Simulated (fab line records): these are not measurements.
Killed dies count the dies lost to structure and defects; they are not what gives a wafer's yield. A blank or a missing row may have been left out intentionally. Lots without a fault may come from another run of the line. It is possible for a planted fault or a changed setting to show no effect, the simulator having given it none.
Chamber matching    flow nand harc    NHARC_A_STAIRCASE_DESCUM_312 on rie diel-13: 4 sister chambers
The step chemistry O2, time 3 s. 7 wafers are shown with their chamber, then 7 later ones without.

## EACH WAFER AND ITS CHAMBER
wafer   chamber  showerhead plenum p Torr (Torr)  oes product au (a.u.)
L074.4  0        1.83                             1.020
L080.4  3        1.94                             0.991
L082.1  3        1.94                             1.012
L082.2  2        1.84                             0.993
L082.4  1        1.92                             1.016
L088.2  1        1.92                             1.003
L088.3  2        1.83                             0.983

## WAFERS WHOSE CHAMBER IS MISSING
wafer   showerhead plenum p Torr (Torr)  oes product au (a.u.)
L088.4  1.94                             0.997
L087.2  1.83                             0.994
L087.3  1.82                             0.998
L087.5  1.92                             1.000
L085.3  1.82                             0.997
L085.4  1.83                             0.981
L085.5  1.82                             0.992

## CHAMBER TAKEN BY EACH
wafer   from the rows above      in truth
L088.4  3                        3
L087.2  can't be placed: 2 or 0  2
L087.3  can't be placed: 0 or 2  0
L087.5  1                        1
L085.3  can't be placed: 0 or 2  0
L085.4  2                        2
L085.5  can't be placed: 0 or 2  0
Correct placement for 3 of the 7. Not placeable from these rows: 4 (in 4, the candidates include the true chamber). Number placed wrongly: 0.
How it was worked out, from the rows above alone: a wafer's distance from a chamber is the root of the sum, over the readings, of the square of ((its reading less the chamber's mean) divided by the reading's scatter). If the next closest chamber is less than 2 further off than the closest, the wafer can't be placed; otherwise it belongs to the closest. Each chamber's mean is taken over the wafers shown for it. The scatter is the square root of a quotient: the sum, over the shown wafers, of each reading's squared deviation from its chamber's mean, divided by wafers minus chambers.
